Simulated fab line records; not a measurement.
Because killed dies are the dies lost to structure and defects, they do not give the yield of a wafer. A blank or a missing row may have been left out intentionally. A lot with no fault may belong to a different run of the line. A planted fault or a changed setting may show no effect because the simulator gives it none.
Which of the tools did it?	flow n5Finfet	at 1 step of a route of 1938, 12 lots with 36 wafers sampled

== WHAT THE GAUGES SHOWED, per wafer ==
N5_BEOL_M7_OVL_MEAS_29.
lot	measured	on	V6_OVL (nm)
L075	day 9 12:17	overlay-01	0.9 1.0 0.9
L076	day 9 19:05	overlay-01	0.1 0.8 0.0
L078	day 10 09:45	overlay-01	0.3 0.4 0.9
L081	day 10 22:13	overlay-01	0.9 0.6 -0.7
L084	day 11 20:37	overlay-02	1.0 1.5 1.3
L085	day 12 09:44	overlay-02	1.1 -0.1 1.0
L087	day 12 18:18	overlay-01	0.2 -0.4 0.6
L089	day 12 19:04	overlay-01	-0.1 0.5 0.8
L093	day 13 21:05	overlay-02	0.6 0.0 0.4
L094	day 14 09:53	overlay-01	0.4 -0.1 1.1
L096	day 14 20:01	overlay-02	0.5 0.0 0.6
L091	day 15 13:19	overlay-01	-0.4 -0.1 0.2

== WHAT TOOL EACH LOT RAN ON (gives the tool, then ch and the chambers of the sampled wafers, and finally the start) ==
Before these readings, the record contains no process step.

== THE ANSWER, worked out from the rows above alone ==
Rule: the lots themselves supply what counts as usual. Put in order of their means at a reading, lots are off if they are a third of the lots or fewer, leave a main group of 4 or more, and stand apart from it by a gap of 3 or more times the standard deviation of the main group's means; of several such gaps the widest counts. If all means in a main group match to the digits the tables above print for the reading, that group is not used. A lot without any number at a reading at which 4 lots or more have one is off too. The other lots that the step has rows for count as sound.
None of the lots is off at any reading shown; this tells nothing.

== WHAT THE SIMULATOR PUT IN ==
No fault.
